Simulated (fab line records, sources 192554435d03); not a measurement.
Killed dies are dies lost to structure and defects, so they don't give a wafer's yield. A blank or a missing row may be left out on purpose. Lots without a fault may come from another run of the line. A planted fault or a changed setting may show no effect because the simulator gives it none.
Which tool did it? | flow n5_finfet | 24 lots, 72 wafers sampled, at 6 steps of a route of 1938

WHAT THE GAUGES READ, wafer by wafer
N5_BEOL_M4_INSPECT_30: inspects for defects (brightfield). Usual: raw_defect_count 444, standard deviation 120.
lot  | measured     | on                | raw_defect_count | flag
L074 | day 7 10:29  | defect_inspect-01 | 334 306 312      |
L075 | day 7 23:15  | defect_inspect-02 | 357 253 290      |
L077 | day 8 00:10  | defect_inspect-01 | 536 506 346      |
L076 | day 8 08:41  | defect_inspect-01 | 488 522 733      |
L078 | day 8 16:34  | defect_inspect-01 | 657 492 317      |
L079 | day 8 18:41  | defect_inspect-02 | 532 403 466      |
L080 | day 8 23:10  | defect_inspect-02 | 437 459 530      |
L081 | day 9 13:04  | defect_inspect-02 | 461 547 495      |
L082 | day 9 19:20  | defect_inspect-01 | 317 291 295      |
L083 | day 9 23:17  | defect_inspect-02 | 596 696 1081     |
L084 | day 10 10:25 | defect_inspect-01 | 359 512 351      |
L085 | day 10 13:27 | defect_inspect-01 | 443 508 339      |
L086 | day 10 17:48 | defect_inspect-01 | 490 354 364      |
L088 | day 11 01:28 | defect_inspect-01 | 514 483 634      |
L089 | day 11 06:14 | defect_inspect-01 | 397 334 370      |
L087 | day 11 06:24 | defect_inspect-01 | 553 542 510      |
L090 | day 11 07:56 | defect_inspect-01 | 569 468 362      |
L091 | day 11 12:16 | defect_inspect-01 | 427 429 454      |
L093 | day 12 02:20 | defect_inspect-01 | 387 387 278      |
L092 | day 12 03:13 | defect_inspect-01 | 299 373 380      |
L094 | day 12 22:50 | defect_inspect-01 | 365 352 504      |
L095 | day 13 05:58 | defect_inspect-02 | 332 336 285      |
L096 | day 13 06:26 | defect_inspect-02 | 428 510 403      |
L097 | day 13 16:15 | defect_inspect-02 | 440 335 617      |

N5_BEOL_M5_OVL_MEAS_12. Usual: M5_OVL 0.2 nm, standard deviation 0.56.
lot  | measured     | on         | M5_OVL (nm)    | flag
L074 | day 7 23:09  | overlay-01 | -0.1 0.7 0.4   |
L075 | day 8 15:44  | overlay-01 | 0.0 0.8 1.1    |
L077 | day 8 17:47  | overlay-02 | 0.0 -0.2 -0.5  |
L076 | day 8 21:07  | overlay-01 | 0.7 0.0 -0.2   |
L078 | day 9 00:57  | overlay-02 | 0.9 1.1 0.7    |
L079 | day 9 02:47  | overlay-02 | 0.3 0.4 -0.8   |
L080 | day 9 16:38  | overlay-01 | -0.7 -0.4 -0.7 |
L081 | day 10 01:52 | overlay-01 | 1.0 0.3 0.0    |
L082 | day 10 05:10 | overlay-01 | 0.1 0.2 0.2    |
L083 | day 10 09:07 | overlay-01 | -0.4 -0.4 -0.8 |
L084 | day 11 07:05 | overlay-02 | -0.3 -0.3 0.7  |
L085 | day 11 00:35 | overlay-02 | 0.2 -0.1 -0.5  |
L086 | day 11 09:08 | overlay-02 | 0.3 0.4 -0.2   |
L088 | day 11 12:19 | overlay-01 | 0.0 0.9 0.3    |
L089 | day 12 00:58 | overlay-01 | 1.2 0.1 0.9    |
L087 | day 11 23:05 | overlay-02 | 0.2 0.2 0.6    |
L090 | day 12 04:30 | overlay-02 | 1.6 0.9 1.2    |
L091 | day 12 04:32 | overlay-01 | 1.1 -0.2 1.4   |
L093 | day 12 15:28 | overlay-01 | 0.6 0.2 0.0    |
L092 | day 12 22:11 | overlay-02 | 0.4 0.0 1.2    |
L094 | day 13 12:40 | overlay-02 | 0.2 0.7 0.6    |
L095 | day 13 14:52 | overlay-02 | 0.6 0.6 0.0    |
L096 | day 13 22:23 | overlay-01 | 0.0 -0.1 -0.1  |
L097 | day 14 05:55 | overlay-02 | -0.1 -0.3 -0.6 |

N5_BEOL_M5_CD_MEAS_18: pitch 56 nm, target cd 28 nm. Usual: cd_nm 28.0 nm, standard deviation 0.33.
lot  | measured     | on        | cd_nm (nm)     | flag
L074 | day 7 23:40  | cd_sem-02 | 27.2 27.9 27.7 |
L075 | day 8 16:16  | cd_sem-01 | 27.4 28.1 27.4 |
L077 | day 8 18:26  | cd_sem-02 | 28.0 27.6 28.1 |
L076 | day 8 21:50  | cd_sem-03 | 27.9 28.6 27.9 |
L078 | day 9 01:28  | cd_sem-01 | 27.9 28.2 27.8 |
L079 | day 9 03:18  | cd_sem-02 | 28.1 27.9 28.2 |
L080 | day 9 17:09  | cd_sem-01 | 28.0 27.7 27.6 |
L081 | day 10 02:23 | cd_sem-02 | 28.6 28.4 28.0 |
L082 | day 10 05:50 | cd_sem-01 | 28.2 27.9 28.1 |
L083 | day 10 09:38 | cd_sem-01 | 27.9 28.4 28.1 |
L084 | day 11 07:37 | cd_sem-03 | 27.9 28.7 28.0 |
L085 | day 11 01:06 | cd_sem-03 | 27.6 27.6 27.4 |
L086 | day 11 10:04 | cd_sem-01 | 28.5 28.2 27.9 |
L088 | day 11 12:50 | cd_sem-02 | 28.6 28.3 28.3 |
L089 | day 12 01:36 | cd_sem-03 | 28.4 28.0 27.6 |
L087 | day 11 23:36 | cd_sem-01 | 28.5 28.0 28.0 |
L090 | day 12 05:02 | cd_sem-02 | 27.6 27.7 27.9 |
L091 | day 12 05:14 | cd_sem-01 | 27.8 27.7 27.8 |
L093 | day 12 16:05 | cd_sem-01 | 28.4 28.5 27.7 |
L092 | day 12 22:52 | cd_sem-03 | 28.6 28.3 28.2 |
L094 | day 13 13:18 | cd_sem-02 | 28.1 28.6 28.6 |
L095 | day 13 15:35 | cd_sem-02 | 28.0 28.3 28.6 |
L096 | day 13 22:55 | cd_sem-01 | 28.2 27.9 28.0 |
L097 | day 14 06:28 | cd_sem-02 | 28.0 28.4 27.7 |

WHICH TOOL RAN EACH LOT (tool, then ch and the chambers of the sampled wafers, then the start)
lot  | N5_BEOL_M4_DESCUM_33               | N5_BEOL_M4_SPUTTER_86        | N5_BEOL_M4_DEP_57
L074 | rie_diel-04 ch 0,2,3, day 7 10:31  | pvd_sputter-01, day 7 16:38  | pecvd-04 ch 0,1,2, day 7 18:44
L075 | rie_diel-04 ch 0,1,3, day 7 23:25  | pvd_sputter-01, day 8 11:20  | pecvd-02 ch 0,1,2, day 8 13:25
L077 | rie_diel-05 ch 0,1,2, day 8 00:12  | pvd_sputter-01, day 8 13:16  | pecvd-04 ch 0,1, day 8 15:26
L076 | rie_diel-04 ch 0,3, day 8 08:44    | pvd_sputter-03, day 8 15:55  | pecvd-04 ch 0,1,2, day 8 18:04
L078 | rie_diel-05 ch 1,2,3, day 8 16:36  | pvd_sputter-03, day 8 18:50  | pecvd-03 ch 0,2, day 8 20:57
L079 | rie_diel-06 ch 0,3, day 8 18:43    | pvd_sputter-01, day 8 22:32  | pecvd-03 ch 0,1,2, day 9 00:37
L080 | rie_diel-06 ch 0,1,3, day 8 23:12  | pvd_sputter-02, day 9 10:33  | pecvd-02 ch 1,2, day 9 12:39
L081 | rie_diel-04 ch 0,1, day 9 13:06    | pvd_sputter-01, day 9 20:02  | pecvd-02 ch 0,1,2, day 9 22:07
L082 | rie_diel-05 ch 0,1, day 9 19:22    | pvd_sputter-02, day 9 23:34  | pecvd-02 ch 0,2, day 10 01:39
L083 | rie_diel-04 ch 0,1, day 9 23:19    | pvd_sputter-02, day 10 04:02 | pecvd-04 ch 0,1, day 10 06:22
L084 | rie_diel-06 ch 0,1,2, day 10 10:27 | pvd_sputter-01, day 11 02:35 | pecvd-02 ch 1,2, day 11 04:40
L085 | rie_diel-06 ch 0,1,2, day 10 13:29 | pvd_sputter-02, day 10 19:33 | pecvd-02 ch 0,2, day 10 22:14
L086 | rie_diel-05 ch 1,2, day 10 17:50   | pvd_sputter-02, day 11 04:07 | pecvd-04 ch 0,1,2, day 11 06:12
L088 | rie_diel-04 ch 0,3, day 11 01:30   | pvd_sputter-03, day 11 07:35 | pecvd-02 ch 1,2, day 11 09:41
L089 | rie_diel-06 ch 0,1,2, day 11 06:16 | pvd_sputter-03, day 11 18:34 | pecvd-02 ch 0,1,2, day 11 20:40
L087 | rie_diel-04 ch 0,1,3, day 11 06:26 | pvd_sputter-01, day 11 18:21 | pecvd-03 ch 0,1,2, day 11 20:26
L090 | rie_diel-04 ch 0,1,2, day 11 07:58 | pvd_sputter-02, day 11 23:14 | pecvd-02 ch 0,1,2, day 12 01:19
L091 | rie_diel-05 ch 0,1,2, day 11 12:19 | pvd_sputter-01, day 11 23:17 | pecvd-03 ch 0,1,2, day 12 01:32
L093 | rie_diel-05 ch 0,1,2, day 12 02:34 | pvd_sputter-03, day 12 08:47 | pecvd-04 ch 0,1, day 12 11:59
L092 | rie_diel-05 ch 0,1,2, day 12 03:18 | pvd_sputter-03, day 12 17:11 | pecvd-02 ch 0,2, day 12 19:20
L094 | rie_diel-04 ch 0,2,3, day 12 22:53 | pvd_sputter-01, day 13 06:12 | pecvd-03 ch 1,2, day 13 08:48
L095 | rie_diel-06 ch 0,1, day 13 06:00   | pvd_sputter-01, day 13 10:25 | pecvd-04 ch 0,1,2, day 13 12:30
L096 | rie_diel-06 ch 0,1,3, day 13 06:32 | pvd_sputter-03, day 13 17:43 | pecvd-04 ch 1,2, day 13 20:11
L097 | rie_diel-06 ch 0,3, day 13 16:17   | pvd_sputter-01, day 13 22:53 | pecvd-04 ch 0,1, day 14 01:03
- N5_BEOL_M4_DESCUM_33: chemistry O2, time 7 s.
- N5_BEOL_M4_SPUTTER_86: material Cu, target thk 4.5 nm, time 8.29 s.
- N5_BEOL_M4_DEP_57: deposits SiCN from 3MS/NH3, target thk 8 nm, time 14 s.

WHAT THE TOOLS THEMSELVES READ (means of the sampled wafers that have a number; where no wafer has one, the mark that the record gives instead)
N5_BEOL_M4_DESCUM_33. Usual: bias_power_w 20.00 W, standard deviation 0.06; drypump_motor_current_A 5.8 A, standard deviation 0.39; oes_product_au 0.82 a.u., standard deviation 0.081; rf_vpp_V 243.7 V, standard deviation 1.3; showerhead_plenum_p_Torr 2.13 Torr, standard deviation 0.065; throttle_valve_pct 20.25 %, standard deviation 0.25.
lot  | tool        | bias_power_w (W) | drypump_motor_current_A (A) | oes_product_au (a.u.) | rf_vpp_V (V) | showerhead_plenum_p_Torr (Torr) | throttle_valve_pct (%) | flag
L074 | rie_diel-04 | 19.98            | 5.6                         | 0.90                  | 244.0        | 2.13                            | 20.31                  |
L075 | rie_diel-04 | 20.02            | 5.7                         | 0.89                  | 244.1        | 2.13                            | 20.10                  |
L077 | rie_diel-05 | 19.99            | 5.5                         | 0.87                  | 244.5        | 2.18                            | 20.12                  |
L076 | rie_diel-04 | 19.98            | 5.5                         | 0.93                  | 243.7        | 2.14                            | 20.13                  |
L078 | rie_diel-05 | 20.01            | 5.8                         | 0.77                  | 243.9        | 2.13                            | 20.20                  |
L079 | rie_diel-06 | 19.99            | 6.1                         | 0.72                  | 243.0        | 2.06                            | 20.25                  |
L080 | rie_diel-06 | 20.01            | 6.3                         | 0.76                  | 243.6        | 2.09                            | 20.26                  |
L081 | rie_diel-04 | 19.99            | 5.6                         | 0.86                  | 243.8        | 2.13                            | 20.22                  |
L082 | rie_diel-05 | 19.98            | 5.5                         | 0.79                  | 245.7        | 2.20                            | 20.28                  |
L083 | rie_diel-04 | 19.99            | 5.6                         | 0.85                  | 244.0        | 2.13                            | 20.23                  |
L084 | rie_diel-06 | 20.02            | 6.0                         | 0.77                  | 243.9        | 2.10                            | 20.38                  |
L085 | rie_diel-06 | 19.97            | 6.0                         | 0.78                  | 242.8        | 2.10                            | 20.39                  |
L086 | rie_diel-05 | 20.05            | 5.7                         | 0.84                  | 243.5        | 2.14                            | 19.98                  |
L088 | rie_diel-04 | 20.03            | 5.5                         | 0.88                  | 243.2        | 2.13                            | 20.16                  |
L089 | rie_diel-06 | 19.96            | 6.0                         | 0.76                  | 244.5        | 2.10                            | 20.40                  |
L087 | rie_diel-04 | 19.98            | 5.7                         | 0.86                  | 243.7        | 2.12                            | 20.15                  |
L090 | rie_diel-04 | 19.96            | 5.8                         | 0.81                  | 243.3        | 2.12                            | 20.35                  |
L091 | rie_diel-05 | 20.03            | 5.5                         | 0.81                  | 244.5        | 2.17                            | 20.17                  |
L093 | rie_diel-05 | 20.00            | 5.5                         | 0.80                  | 244.5        | 2.17                            | 20.18                  |
L092 | rie_diel-05 | 20.01            | 5.5                         | 0.80                  | 244.5        | 2.17                            | 20.19                  |
L094 | rie_diel-04 | 20.05            | 5.6                         | 0.82                  | 243.4        | 2.12                            | 20.38                  |
L095 | rie_diel-06 | 19.99            | 6.2                         | 0.78                  | 244.6        | 2.16                            | 20.39                  |
L096 | rie_diel-06 | 20.04            | 6.3                         | 0.82                  | 244.0        | 2.17                            | 20.16                  |
L097 | rie_diel-06 | 20.01            | 6.1                         | 0.78                  | 243.8        | 2.13                            | 20.16                  |

N5_BEOL_M4_SPUTTER_86. Usual: chuck_sensor_temp_C -15.8 C, standard deviation 0.39; throttle_valve_pct 30.3 %, standard deviation 0.97.
lot  | tool           | chuck_sensor_temp_C (C) | throttle_valve_pct (%) | flag
L074 | pvd_sputter-01 | -15.8                   | 30.3                   |
L075 | pvd_sputter-01 | -15.6                   | 30.6                   |
L077 | pvd_sputter-01 | -15.8                   | 30.6                   |
L076 | pvd_sputter-03 | -15.9                   | 29.7                   |
L078 | pvd_sputter-03 | -16.1                   | 29.2                   |
L079 | pvd_sputter-01 | -15.6                   | 30.1                   |
L080 | pvd_sputter-02 | -15.5                   | 29.8                   |
L081 | pvd_sputter-01 | -16.2                   | 30.8                   |
L082 | pvd_sputter-02 | -15.7                   | 30.5                   |
L083 | pvd_sputter-02 | -15.6                   | 30.1                   |
L084 | pvd_sputter-01 | -15.5                   | 29.9                   |
L085 | pvd_sputter-02 | -15.5                   | 29.8                   |
L086 | pvd_sputter-02 | -15.6                   | 30.5                   |
L088 | pvd_sputter-03 | -16.0                   | 30.5                   |
L089 | pvd_sputter-03 | -15.9                   | 30.2                   |
L087 | pvd_sputter-01 | -15.8                   | 30.3                   |
L090 | pvd_sputter-02 | -15.3                   | 30.1                   |
L091 | pvd_sputter-01 | -15.9                   | 30.3                   |
L093 | pvd_sputter-03 | -16.0                   | 29.8                   |
L092 | pvd_sputter-03 | -15.9                   | 30.3                   |
L094 | pvd_sputter-01 | -16.0                   | 30.6                   |
L095 | pvd_sputter-01 | -15.9                   | 30.3                   |
L096 | pvd_sputter-03 | -16.0                   | 30.0                   |
L097 | pvd_sputter-01 | -15.6                   | 29.4                   |

N5_BEOL_M4_DEP_57. Usual: showerhead_plenum_p_Torr 3.667 Torr, standard deviation 0.015; throttle_valve_pct 9.0 %, standard deviation 0.62.
lot  | tool     | showerhead_plenum_p_Torr (Torr) | throttle_valve_pct (%) | flag
L074 | pecvd-04 | 3.670                           | 8.8                    |
L075 | pecvd-02 | 3.663                           | 9.5                    |
L077 | pecvd-04 | 3.667                           | 8.5                    |
L076 | pecvd-04 | 3.677                           | 8.7                    |
L078 | pecvd-03 | 3.679                           | 8.6                    |
L079 | pecvd-03 | 3.685                           | 8.7                    |
L080 | pecvd-02 | 3.658                           | 9.3                    |
L081 | pecvd-02 | 3.662                           | 9.4                    |
L082 | pecvd-02 | 3.647                           | 9.4                    |
L083 | pecvd-04 | 3.676                           | 8.5                    |
L084 | pecvd-02 | 3.670                           | 8.8                    |
L085 | pecvd-02 | 3.646                           | 9.6                    |
L086 | pecvd-04 | 3.672                           | 8.4                    |
L088 | pecvd-02 | 3.667                           | 8.7                    |
L089 | pecvd-02 | 3.658                           | 9.1                    |
L087 | pecvd-03 | 3.682                           | 8.8                    |
L090 | pecvd-02 | 3.660                           | 9.5                    |
L091 | pecvd-03 | 3.680                           | 8.6                    |
L093 | pecvd-04 | 3.676                           | 8.6                    |
L092 | pecvd-02 | 3.667                           | 8.9                    |
L094 | pecvd-03 | 3.679                           | 8.9                    |
L095 | pecvd-04 | 3.670                           | 8.8                    |
L096 | pecvd-04 | 3.672                           | 8.5                    |
L097 | pecvd-04 | 3.677                           | 8.5                    |

THE ANSWER, worked out from the rows above alone
Rule: a lot is off if the mean of its wafers that have a number lies more than 3 standard deviations from the usual mean. A lot without any number at a reading at which 4 lots or more have one is off too. The other lots that the step has rows for count as sound. The gauges are gone through in route order, then the tools' own readings, and for those a lot's mean is taken as printed above. The first step at which some lot is off is used, and at that step the reading that is off furthest; a lot without a number counts as furthest.
No lot is off at any reading shown: from this, nothing can be told.

WHAT THE SIMULATOR HAD PUT IN
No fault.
